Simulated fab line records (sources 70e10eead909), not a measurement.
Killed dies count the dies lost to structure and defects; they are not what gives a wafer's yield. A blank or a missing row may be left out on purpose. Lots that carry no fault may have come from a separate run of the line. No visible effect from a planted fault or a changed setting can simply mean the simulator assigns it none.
fab line records :: flow nand-harc
[record]
  lots = 12
  wafers = 36
  last-day = 23
route steps=1159 shown P_M1@306 A_M0@1024 THIN_TSV@1128 END@1159
lots that met no fault: from a run of the same line without faults
start-h: the number of hours between the record's first day and the start of the first shown wafer of the lot :: wait-h: hours elapsed since this lot's preceding step :: " repeats the value in the row above :: L1.1+2: a single row standing in for several wafers :: - value missing, or start not given :: * or withheld: withheld :: < > ~ a bound
route shown NAME@n: names a module that has steps shown in the file, with the first one's number in the route :: usual: mean and standard deviation over wafers with no fault :: same: alike in all rows :: chamber/n: place in a boat :: sites: per-site readings :: _std_site: their standard deviation :: _edge_site: the outer-site mean with the inner-site mean subtracted :: radius-mm: how far each site lies from the wafer's centre :: mask NAME#n: copy n :: behind: the last tool/chamber to shape the wafer :: hold: why the lot was held/for how many hours/how that ended :: device: transistor that didn't switch, given as n, p or np :: end of line: tests run on the same wafers once the route is complete :: where a step has no rows: the recipe by itself :: killed: count of dies lost to structure and defects at first sort (not the wafer's yield) :: map: the dies of a wafer, with x for killed, . for not killed, _ for no die there
set.NAME: the setting that was run; set.NAME@STEP: the one run at that earlier step :: model.NAME: the simulator's own value behind a step, which no gauge read
route steps across a sampled set of lots; one table per step, one row per wafer
services: a tool's chamber out of use, with start hour (start-h, from the record's first day; less than 0 if before it), hours out, and reason
[[steps]]
[step NHARC_P_M1_PRE_CLEAN_30]
[recipe]
  time-s = 30
  temp-c = 280
  gas = H2/He
[usual]
  heater-power-w = 375/28
[same]
  time-s = 30
lot.wafer: L675.2
tool: pvd-sputter-01
chamber: -
start-h: 131.64
wait-h: -
heater-power-w: 375

lot.wafer: L675.5
tool: pvd-sputter-01
chamber: -
start-h: 131.64
wait-h: -
heater-power-w: 349

lot.wafer: L675.6
tool: pvd-sputter-01
chamber: -
start-h: 131.64
wait-h: -
heater-power-w: 393

lot.wafer: L674.3
tool: pvd-sputter-01
chamber: -
start-h: 132.31
wait-h: -
heater-power-w: 368

lot.wafer: L674.1
tool: pvd-sputter-01
chamber: -
start-h: 132.31
wait-h: -
heater-power-w: 335

lot.wafer: L674.6
tool: pvd-sputter-01
chamber: -
start-h: 132.31
wait-h: -
heater-power-w: 370

lot.wafer: L673.4
tool: pvd-sputter-01
chamber: -
start-h: 132.86
wait-h: -
heater-power-w: 385

lot.wafer: L673.3
tool: pvd-sputter-01
chamber: -
start-h: 132.86
wait-h: -
heater-power-w: 357

lot.wafer: L673.1
tool: pvd-sputter-01
chamber: -
start-h: 132.86
wait-h: -
heater-power-w: 346

lot.wafer: L676.2
tool: pvd-sputter-01
chamber: -
start-h: 142.10
wait-h: -
heater-power-w: 351

lot.wafer: L676.3
tool: pvd-sputter-01
chamber: -
start-h: 142.10
wait-h: -
heater-power-w: 344

lot.wafer: L676.4
tool: pvd-sputter-01
chamber: -
start-h: 142.10
wait-h: -
heater-power-w: 389

lot.wafer: L677.4
tool: pvd-sputter-02
chamber: -
start-h: 142.48
wait-h: -
heater-power-w: 442

lot.wafer: L677.3
tool: pvd-sputter-02
chamber: -
start-h: 142.48
wait-h: -
heater-power-w: 419

lot.wafer: L677.6
tool: pvd-sputter-02
chamber: -
start-h: 142.48
wait-h: -
heater-power-w: 356

lot.wafer: L679.2
tool: pvd-sputter-02
chamber: -
start-h: 156.80
wait-h: -
heater-power-w: 414

lot.wafer: L679.6
tool: pvd-sputter-02
chamber: -
start-h: 156.80
wait-h: -
heater-power-w: 366

lot.wafer: L679.5
tool: pvd-sputter-02
chamber: -
start-h: 156.80
wait-h: -
heater-power-w: 408

lot.wafer: L682.2
tool: pvd-sputter-01
chamber: -
start-h: 176.88
wait-h: -
heater-power-w: 405

lot.wafer: L682.4
tool: pvd-sputter-01
chamber: -
start-h: 176.88
wait-h: -
heater-power-w: 362

lot.wafer: L682.6
tool: pvd-sputter-01
chamber: -
start-h: 176.88
wait-h: -
heater-power-w: 395

lot.wafer: L685.1
tool: pvd-sputter-01
chamber: -
start-h: 197.47
wait-h: -
heater-power-w: 384

lot.wafer: L685.4
tool: pvd-sputter-01
chamber: -
start-h: 197.47
wait-h: -
heater-power-w: 341

lot.wafer: L685.3
tool: pvd-sputter-01
chamber: -
start-h: 197.47
wait-h: -
heater-power-w: 354

lot.wafer: L686.1
tool: pvd-sputter-01
chamber: -
start-h: 197.83
wait-h: -
heater-power-w: 360

lot.wafer: L686.3
tool: pvd-sputter-01
chamber: -
start-h: 197.83
wait-h: -
heater-power-w: 408

lot.wafer: L686.5
tool: pvd-sputter-01
chamber: -
start-h: 197.83
wait-h: -
heater-power-w: 392

lot.wafer: L684.3
tool: pvd-sputter-01
chamber: -
start-h: 200.55
wait-h: -
heater-power-w: 395

lot.wafer: L684.6
tool: pvd-sputter-01
chamber: -
start-h: 200.55
wait-h: -
heater-power-w: 337

lot.wafer: L684.5
tool: pvd-sputter-01
chamber: -
start-h: 200.55
wait-h: -
heater-power-w: 361

lot.wafer: L690.3
tool: pvd-sputter-02
chamber: -
start-h: 224.34
wait-h: -
heater-power-w: 428

lot.wafer: L690.1
tool: pvd-sputter-02
chamber: -
start-h: 224.34
wait-h: -
heater-power-w: 417

lot.wafer: L690.6
tool: pvd-sputter-02
chamber: -
start-h: 224.34
wait-h: -
heater-power-w: 385

lot.wafer: L692.1
tool: pvd-sputter-02
chamber: -
start-h: 233.93
wait-h: -
heater-power-w: 425

lot.wafer: L692.3
tool: pvd-sputter-02
chamber: -
start-h: 233.93
wait-h: -
heater-power-w: 403

lot.wafer: L692.6
tool: pvd-sputter-02
chamber: -
start-h: 233.93
wait-h: -
heater-power-w: 340
[step NHARC_A_M0_PRE_CLEAN_31]
[recipe]
  time-s = 12
  temp-c = 370
  rf-power-w = 300
  gas = NH3
[usual]
  heater-power-outer-w = 365/60
  heater-power-w = 617/88
[same]
  time-s = 12
lot.wafer: L675.2
tool: pecvd-02
chamber: 0
start-h: 404.80
wait-h: 0.1
heater-power-outer-w: 458
heater-power-w: 726

lot.wafer: L675.5
tool: pecvd-02
chamber: 1
start-h: 404.80
wait-h: 0.1
heater-power-outer-w: 347
heater-power-w: 578

lot.wafer: L675.6
tool: pecvd-02
chamber: 2
start-h: 404.80
wait-h: 0.1
heater-power-outer-w: 359
heater-power-w: 602

lot.wafer: L676.3
tool: pecvd-02
chamber: 1
start-h: 405.40
wait-h: 0.1
heater-power-outer-w: 328
heater-power-w: 554

lot.wafer: L676.2
tool: pecvd-02
chamber: 2
start-h: 405.40
wait-h: 0.1
heater-power-outer-w: 335
heater-power-w: 563

lot.wafer: L676.4
tool: pecvd-02
chamber: 1
start-h: 405.40
wait-h: 0.1
heater-power-outer-w: 341
heater-power-w: 553

lot.wafer: L677.3
tool: pecvd-01
chamber: 1
start-h: 407.18
wait-h: 0.1
heater-power-outer-w: 332
heater-power-w: 543

lot.wafer: L677.4
tool: pecvd-01
chamber: 1
start-h: 407.18
wait-h: 0.1
heater-power-outer-w: 340
heater-power-w: 543

lot.wafer: L677.6
tool: pecvd-01
chamber: 2
start-h: 407.18
wait-h: 0.1
heater-power-outer-w: 240
heater-power-w: 431

lot.wafer: L673.1
tool: pecvd-01
chamber: 2
start-h: 408.11
wait-h: 0.1
heater-power-outer-w: 269
heater-power-w: 472

lot.wafer: L673.3
tool: pecvd-01
chamber: 1
start-h: 408.11
wait-h: 0.1
heater-power-outer-w: 358
heater-power-w: 576

lot.wafer: L673.4
tool: pecvd-01
chamber: 1
start-h: 408.11
wait-h: 0.1
heater-power-outer-w: 350
heater-power-w: 558

lot.wafer: L674.3
tool: pecvd-04
chamber: 1
start-h: 431.88
wait-h: 0.2
heater-power-outer-w: 402
heater-power-w: 680

lot.wafer: L674.1
tool: pecvd-04
chamber: 0
start-h: 431.88
wait-h: 0.2
heater-power-outer-w: 375
heater-power-w: 651

lot.wafer: L674.6
tool: pecvd-04
chamber: 0
start-h: 431.88
wait-h: 0.2
heater-power-outer-w: 356
heater-power-w: 673

lot.wafer: L679.2
tool: pecvd-02
chamber: 0
start-h: 431.98
wait-h: 0.3
heater-power-outer-w: 476
heater-power-w: 725

lot.wafer: L679.5
tool: pecvd-02
chamber: 0
start-h: 431.98
wait-h: 0.3
heater-power-outer-w: 456
heater-power-w: 726

lot.wafer: L679.6
tool: pecvd-02
chamber: 1
start-h: 431.98
wait-h: 0.3
heater-power-outer-w: 323
heater-power-w: 538

lot.wafer: L682.2
tool: pecvd-01
chamber: 0
start-h: 452.80
wait-h: 0.1
heater-power-outer-w: 399
heater-power-w: 716

lot.wafer: L682.6
tool: pecvd-01
chamber: 1
start-h: 452.80
wait-h: 0.1
heater-power-outer-w: 331
heater-power-w: 549

lot.wafer: L682.4
tool: pecvd-01
chamber: 2
start-h: 452.80
wait-h: 0.1
heater-power-outer-w: 288
heater-power-w: 492

lot.wafer: L684.3
tool: pecvd-01
chamber: 2
start-h: 478.95
wait-h: 0.1
heater-power-outer-w: 275
heater-power-w: 483

lot.wafer: L684.5
tool: pecvd-01
chamber: 0
start-h: 478.95
wait-h: 0.1
heater-power-outer-w: 339
heater-power-w: 653

lot.wafer: L684.6
tool: pecvd-01
chamber: 1
start-h: 478.95
wait-h: 0.1
heater-power-outer-w: 298
heater-power-w: 503

lot.wafer: L686.1
tool: pecvd-01
chamber: 1
start-h: 480.10
wait-h: 0.1
heater-power-outer-w: 355
heater-power-w: 585

lot.wafer: L686.3
tool: pecvd-01
chamber: 2
start-h: 480.10
wait-h: 0.1
heater-power-outer-w: 252
heater-power-w: 465

lot.wafer: L686.5
tool: pecvd-01
chamber: 0
start-h: 480.10
wait-h: 0.1
heater-power-outer-w: 408
heater-power-w: 727

lot.wafer: L685.3
tool: pecvd-02
chamber: 2
start-h: 490.35
wait-h: 0.1
heater-power-outer-w: 343
heater-power-w: 599

lot.wafer: L685.1
tool: pecvd-02
chamber: 0
start-h: 490.35
wait-h: 0.1
heater-power-outer-w: 410
heater-power-w: 662

lot.wafer: L685.4
tool: pecvd-02
chamber: 1
start-h: 490.35
wait-h: 0.1
heater-power-outer-w: 348
heater-power-w: 590

lot.wafer: L690.1
tool: pecvd-04
chamber: 2
start-h: 491.61
wait-h: 0.1
heater-power-outer-w: 372
heater-power-w: 607

lot.wafer: L690.3
tool: pecvd-04
chamber: 0
start-h: 491.61
wait-h: 0.1
heater-power-outer-w: 414
heater-power-w: 718

lot.wafer: L690.6
tool: pecvd-04
chamber: 2
start-h: 491.61
wait-h: 0.1
heater-power-outer-w: 378
heater-power-w: 628

lot.wafer: L692.3
tool: pecvd-02
chamber: 0
start-h: 508.89
wait-h: 0.1
heater-power-outer-w: 412
heater-power-w: 647

lot.wafer: L692.1
tool: pecvd-02
chamber: 1
start-h: 508.89
wait-h: 0.1
heater-power-outer-w: 350
heater-power-w: 586

lot.wafer: L692.6
tool: pecvd-02
chamber: 0
start-h: 508.89
wait-h: 0.1
heater-power-outer-w: 424
heater-power-w: 649
[step NHARC_THIN_TSV_PRE_CLEAN_50]
[recipe]
  time-s = 30
  temp-c = 280
  gas = H2/He
[usual]
  heater-power-w = 378/32
[same]
  time-s = 30
lot.wafer: L677.4
tool: pvd-sputter-02
chamber: -
start-h: -
wait-h: -
heater-power-w: 389

lot.wafer: L677.3
tool: pvd-sputter-02
chamber: -
start-h: -
wait-h: -
heater-power-w: 349

lot.wafer: L677.6
tool: pvd-sputter-02
chamber: -
start-h: -
wait-h: -
heater-power-w: 432

lot.wafer: L675.2
tool: pvd-sputter-03
chamber: -
start-h: -
wait-h: -
heater-power-w: 427

lot.wafer: L675.6
tool: pvd-sputter-03
chamber: -
start-h: -
wait-h: -
heater-power-w: 423

lot.wafer: L675.5
tool: pvd-sputter-03
chamber: -
start-h: -
wait-h: -
heater-power-w: 412

lot.wafer: L673.4
tool: pvd-sputter-01
chamber: -
start-h: -
wait-h: -
heater-power-w: 346

lot.wafer: L673.3
tool: pvd-sputter-01
chamber: -
start-h: -
wait-h: -
heater-power-w: 358

lot.wafer: L673.1
tool: pvd-sputter-01
chamber: -
start-h: -
wait-h: -
heater-power-w: 353

lot.wafer: L676.3
tool: pvd-sputter-02
chamber: -
start-h: -
wait-h: -
heater-power-w: 354

lot.wafer: L676.2
tool: pvd-sputter-02
chamber: -
start-h: -
wait-h: -
heater-power-w: 390

lot.wafer: L676.4
tool: pvd-sputter-02
chamber: -
start-h: -
wait-h: -
heater-power-w: 422

lot.wafer: L679.2
tool: pvd-sputter-03
chamber: -
start-h: -
wait-h: -
heater-power-w: 409

lot.wafer: L679.5
tool: pvd-sputter-03
chamber: -
start-h: -
wait-h: -
heater-power-w: 374

lot.wafer: L679.6
tool: pvd-sputter-03
chamber: -
start-h: -
wait-h: -
heater-power-w: 417

lot.wafer: L674.1
tool: pvd-sputter-01
chamber: -
start-h: -
wait-h: -
heater-power-w: 359

lot.wafer: L674.3
tool: pvd-sputter-01
chamber: -
start-h: -
wait-h: -
heater-power-w: 361

lot.wafer: L674.6
tool: pvd-sputter-01
chamber: -
start-h: -
wait-h: -
heater-power-w: 354

lot.wafer: L682.2
tool: pvd-sputter-01
chamber: -
start-h: -
wait-h: -
heater-power-w: 359

lot.wafer: L682.4
tool: pvd-sputter-01
chamber: -
start-h: -
wait-h: -
heater-power-w: 389

lot.wafer: L682.6
tool: pvd-sputter-01
chamber: -
start-h: -
wait-h: -
heater-power-w: 357

lot.wafer: L684.3
tool: pvd-sputter-01
chamber: -
start-h: -
wait-h: -
heater-power-w: 353

lot.wafer: L684.5
tool: pvd-sputter-01
chamber: -
start-h: -
wait-h: -
heater-power-w: 361

lot.wafer: L684.6
tool: pvd-sputter-01
chamber: -
start-h: -
wait-h: -
heater-power-w: 393

lot.wafer: L686.1
tool: pvd-sputter-03
chamber: -
start-h: -
wait-h: -
heater-power-w: 420

lot.wafer: L686.3
tool: pvd-sputter-03
chamber: -
start-h: -
wait-h: -
heater-power-w: 361

lot.wafer: L686.5
tool: pvd-sputter-03
chamber: -
start-h: -
wait-h: -
heater-power-w: 410

lot.wafer: L685.1
tool: pvd-sputter-03
chamber: -
start-h: -
wait-h: -
heater-power-w: 368

lot.wafer: L685.4
tool: pvd-sputter-03
chamber: -
start-h: -
wait-h: -
heater-power-w: 416

lot.wafer: L685.3
tool: pvd-sputter-03
chamber: -
start-h: -
wait-h: -
heater-power-w: 406

lot.wafer: L690.3
tool: pvd-sputter-02
chamber: -
start-h: -
wait-h: -
heater-power-w: 400

lot.wafer: L690.1
tool: pvd-sputter-02
chamber: -
start-h: -
wait-h: -
heater-power-w: 388

lot.wafer: L690.6
tool: pvd-sputter-02
chamber: -
start-h: -
wait-h: -
heater-power-w: 390

lot.wafer: L692.3
tool: pvd-sputter-03
chamber: -
start-h: -
wait-h: -
heater-power-w: 400

lot.wafer: L692.1
tool: pvd-sputter-03
chamber: -
start-h: -
wait-h: -
heater-power-w: 316

lot.wafer: L692.6
tool: pvd-sputter-03
chamber: -
start-h: -
wait-h: -
heater-power-w: 399
[step NHARC_END_SORT_01]
[recipe]
  temp-c = 25
[usual]
  defect-limited-yield = 95.1/1.6
  killed-at-array = 29/11
  killed-at-other = 0.6/1
  killed-at-periphery = 3.1/2.1
  killed-dies = 33/11
  killed-open = 3.1/1.9
  killed-short = 1.9/1.5
  sort_bin_2_pct = 1.5/0.66
  sort_bin_3_pct = 0.29/0.23
  sort_bin_4_pct = 3.1/0.98
  sort-n-pass = 644/11
  sort-rim-yield-pct = 96.9/2.3
  sort-yield-pct = 95.1/1.6
[same]
  gross-dies = 677
  sort_bin_5_pct[%] = 0
  sort_bin_6_pct[%] = 0
  sort_bin_7_pct[%] = 0
  sort_bin_8_pct[%] = 0
  sort-rim-n-gross = 106.00
lot.wafer: L684.3
tool: prober-02
chamber: 0
start-h: 517.16
wait-h: 3.1
defect-limited-yield[%]: 93.6
killed-at-array: 33
killed-at-other: 0
killed-at-periphery: 10
killed-dies: 43
killed-open: 5
killed-short: 5
sort_bin_2_pct[%]: 2.4
sort_bin_3_pct[%]: 0.15
sort_bin_4_pct[%]: 3.8
sort-n-pass: 634
sort-rim-yield-pct[%]: 98.1
sort-yield-pct[%]: 93.6

lot.wafer: L684.5
tool: prober-02
chamber: 0
start-h: 518.77
wait-h: 3.7
defect-limited-yield[%]: 93.6
killed-at-array: 27
killed-at-other: 0
killed-at-periphery: 16
killed-dies: 43
killed-open: 4
killed-short: 3
sort_bin_2_pct[%]: 1.5
sort_bin_3_pct[%]: 0.74
sort_bin_4_pct[%]: 4.1
sort-n-pass: 634
sort-rim-yield-pct[%]: 94.3
sort-yield-pct[%]: 93.6

lot.wafer: L684.6
tool: prober-02
chamber: 0
start-h: 519.58
wait-h: 4.0
defect-limited-yield[%]: 92.5
killed-at-array: 35
killed-at-other: 0
killed-at-periphery: 16
killed-dies: 51
killed-open: 4
killed-short: 0
sort_bin_2_pct[%]: 2.8
sort_bin_3_pct[%]: 0.44
sort_bin_4_pct[%]: 4.3
sort-n-pass: 626
sort-rim-yield-pct[%]: 92.5
sort-yield-pct[%]: 92.5

lot.wafer: L686.1
tool: prober-02
chamber: 0
start-h: 523.41
wait-h: 2.5
defect-limited-yield[%]: 93.4
killed-at-array: 28
killed-at-other: 2
killed-at-periphery: 15
killed-dies: 45
killed-open: 2
killed-short: 3
sort_bin_2_pct[%]: 2.4
sort_bin_3_pct[%]: 0.74
sort_bin_4_pct[%]: 3.5
sort-n-pass: 632
sort-rim-yield-pct[%]: 99.1
sort-yield-pct[%]: 93.4

lot.wafer: L686.3
tool: prober-02
chamber: 0
start-h: 525.04
wait-h: 3.1
defect-limited-yield[%]: 93.1
killed-at-array: 26
killed-at-other: 2
killed-at-periphery: 19
killed-dies: 47
killed-open: 1
killed-short: 2
sort_bin_2_pct[%]: 2.2
sort_bin_3_pct[%]: 0.44
sort_bin_4_pct[%]: 4.3
sort-n-pass: 630
sort-rim-yield-pct[%]: 94.3
sort-yield-pct[%]: 93.1

lot.wafer: L686.5
tool: prober-02
chamber: 0
start-h: 526.66
wait-h: 3.8
defect-limited-yield[%]: 93.5
killed-at-array: 27
killed-at-other: 2
killed-at-periphery: 15
killed-dies: 44
killed-open: 2
killed-short: 0
sort_bin_2_pct[%]: 1.3
sort_bin_3_pct[%]: 0.15
sort_bin_4_pct[%]: 5.0
sort-n-pass: 633
sort-rim-yield-pct[%]: 96.2
sort-yield-pct[%]: 93.5

lot.wafer: L685.1
tool: prober-01
chamber: 0
start-h: 530.69
wait-h: 2.5
defect-limited-yield[%]: 94.7
killed-at-array: 23
killed-at-other: 0
killed-at-periphery: 13
killed-dies: 36
killed-open: 3
killed-short: 1
sort_bin_2_pct[%]: 1.9
sort_bin_3_pct[%]: 0.30
sort_bin_4_pct[%]: 3.1
sort-n-pass: 641
sort-rim-yield-pct[%]: 99.1
sort-yield-pct[%]: 94.7

lot.wafer: L685.3
tool: prober-01
chamber: 0
start-h: 532.27
wait-h: 3.1
defect-limited-yield[%]: 93.5
killed-at-array: 26
killed-at-other: 0
killed-at-periphery: 18
killed-dies: 44
killed-open: 0
killed-short: 3
sort_bin_2_pct[%]: 2.5
sort_bin_3_pct[%]: 0
sort_bin_4_pct[%]: 4.0
sort-n-pass: 633
sort-rim-yield-pct[%]: 100.0
sort-yield-pct[%]: 93.5

lot.wafer: L685.4
tool: prober-01
chamber: 0
start-h: 533.06
wait-h: 3.4
defect-limited-yield[%]: 94.1
killed-at-array: 29
killed-at-other: 0
killed-at-periphery: 11
killed-dies: 40
killed-open: 1
killed-short: 2
sort_bin_2_pct[%]: 1.5
sort_bin_3_pct[%]: 0
sort_bin_4_pct[%]: 4.4
sort-n-pass: 637
sort-rim-yield-pct[%]: 98.1
sort-yield-pct[%]: 94.1
// killed by level:class
L684.3 P_M1:unspecified=10 A_SLIT:chamber-film-flake=7 A_CHANNEL_HOLE_D1:chamber-film-flake=6 A_CONTACT:chamber-film-flake=4 A_CHANNEL_FILL_D1:chamber-film-flake=3 A_CHANNEL_FILL_D1:geometric-particle:open=2 A_CONTACT:geometric-particle:open=2 A_STAIRCASE:chamber-film-flake=2
L684.5 P_M1:unspecified=13 A_SLIT:chamber-film-flake=11 A_CHANNEL_HOLE_D1:chamber-film-flake=4 A_STAIRCASE:chamber-film-flake=3 A_CONTACT:chamber-film-flake=3 A_CONTACT:geometric-particle:short=2 P_GATE:geometric-particle:short=1 P_GATE:geometric-particle:open=1
L684.6 A_SLIT:chamber-film-flake=18 P_M1:unspecified=14 A_CHANNEL_HOLE_D1:chamber-film-flake=4 A_STAIRCASE:chamber-film-flake=4 A_CONTACT:chamber-film-flake=4 P_CONTACT:geometric-particle:open=1 A_CONTACT:geometric-particle:open=1 A_M0:geometric-particle:open=1
L686.1 A_CHANNEL_HOLE_D1:chamber-film-flake=19 P_M1:unspecified=13 A_ZERO_WELL:chamber-film-flake=2 A_STAIRCASE:chamber-film-flake=2 THIN_TSV:chamber-film-flake=2 A_ONON_D1:geometric-particle:short=1 A_SGD_CUT:geometric-particle:short=1 A_WL_FILL:geometric-particle:open=1
L686.3 A_CHANNEL_HOLE_D1:chamber-film-flake=19 P_M1:unspecified=17 P_M1:chamber-film-flake=2 A_ZERO_WELL:chamber-film-flake=2 A_STAIRCASE:chamber-film-flake=2 THIN_TSV:chamber-film-flake=2 A_ONON_D1:geometric-particle:short=1 A_BLC:geometric-particle:open=1
L686.5 A_CHANNEL_HOLE_D1:chamber-film-flake=21 P_M1:unspecified=11 P_M1:chamber-film-flake=3 A_STAIRCASE:chamber-film-flake=3 THIN_TSV:chamber-film-flake=2 A_ONON_D1:geometric-particle:open=1 A_CONTACT:geometric-particle:open=1 P_M2:chamber-film-flake=1
L685.1 A_CHANNEL_HOLE_D1:chamber-film-flake=16 P_M1:unspecified=12 A_STAIRCASE:chamber-film-flake=2 A_CONTACT:chamber-film-flake=2 P_GATE:geometric-particle:open=1 A_ONON_D1:geometric-particle:open=1 A_CONTACT:geometric-particle:short=1 A_M0:geometric-particle:open=1
L685.3 P_M1:unspecified=15 A_CHANNEL_HOLE_D1:chamber-film-flake=14 A_CONTACT:chamber-film-flake=7 P_ZERO_WELL:chamber-film-flake=3 A_STAIRCASE:chamber-film-flake=2 A_CHANNEL_HOLE_D1:geometric-particle:short=1 A_CHANNEL_FILL_D1:geometric-particle:short=1 A_WL_FILL:geometric-particle:short=1
L685.4 A_CHANNEL_HOLE_D1:chamber-film-flake=19 P_M1:unspecified=9 A_STAIRCASE:chamber-film-flake=5 A_CONTACT:chamber-film-flake=3 P_CONTACT:geometric-particle:short=1 A_CHANNEL_FILL_D1:geometric-particle:short=1 A_BLC:geometric-particle:open=1 P_STI:chamber-film-flake=1
[[services]]
tool: pvd-sputter-01
chamber: -
start-h: 121.60
hours: 3.0
kind: repair

tool: pvd-sputter-01
chamber: -
start-h: 149.57
hours: 1.4
kind: repair

tool: pvd-sputter-02
chamber: -
start-h: 152.70
hours: 2.4
kind: repair

tool: pecvd-02
chamber: -
start-h: 153.00
hours: 13.0
kind: pm

tool: pvd-sputter-01
chamber: -
start-h: 158.00
hours: 10.0
kind: pm

tool: pvd-sputter-03
chamber: -
start-h: 171.17
hours: 48.7
kind: repair

tool: pvd-sputter-01
chamber: -
start-h: 173.37
hours: 2.2
kind: repair

tool: pvd-sputter-02
chamber: -
start-h: 214.00
hours: 10.0
kind: pm

tool: pecvd-01
chamber: -
start-h: 237.34
hours: 13.0
kind: pm

tool: pvd-sputter-03
chamber: -
start-h: 275.43
hours: 3.7
kind: repair

tool: pvd-sputter-03
chamber: -
start-h: 280.00
hours: 10.0
kind: pm

tool: pvd-sputter-02
chamber: -
start-h: 304.95
hours: 1.9
kind: repair

tool: pvd-sputter-01
chamber: -
start-h: 318.42
hours: 1.8
kind: repair

tool: pecvd-02
chamber: -
start-h: 334.00
hours: 13.0
kind: pm

tool: pvd-sputter-01
chamber: -
start-h: 336.00
hours: 10.0
kind: pm

tool: pecvd-01
chamber: 0
start-h: 360.10
hours: 13.8
kind: repair

tool: pecvd-02
chamber: -
start-h: 369.11
hours: 0.8
kind: repair

tool: pvd-sputter-02
chamber: -
start-h: 377.23
hours: 5.1
kind: repair

tool: pvd-sputter-02
chamber: -
start-h: 392.00
hours: 10.0
kind: pm

tool: pecvd-01
chamber: -
start-h: 418.44
hours: 13.0
kind: pm

tool: pvd-sputter-02
chamber: -
start-h: 440.98
hours: 3.9
kind: repair

tool: pvd-sputter-02
chamber: -
start-h: 455.16
hours: 38.8
kind: repair

tool: pvd-sputter-01
chamber: -
start-h: 497.49
hours: 2.8
kind: repair

tool: pvd-sputter-01
chamber: -
start-h: 514.00
hours: 10.0
kind: pm
[[key]]
[first-sign]
  step = NHARC_END_SORT_01
  reading = killed-at-periphery
  direction = up
  sigmas = 5.5
  usual = 3.1
  struck = 14.8
effect none on later readings
met-at NHARC_P_M1_PRE_CLEAN_30
struck-lots L684,L685,L686
not-acting-at NHARC_A_M0_PRE_CLEAN_31,NHARC_THIN_TSV_PRE_CLEAN_50
onset-between 176.88 197.47
[fault]
  kind = chamber-particle-source
  tool = pvd-sputter-01
  chamber = -
  onset-h = 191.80
  steps = NHARC_P_M1_PRE_CLEAN_30
  rate-per-visit-cm2 = 0.021026
  end-h = 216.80
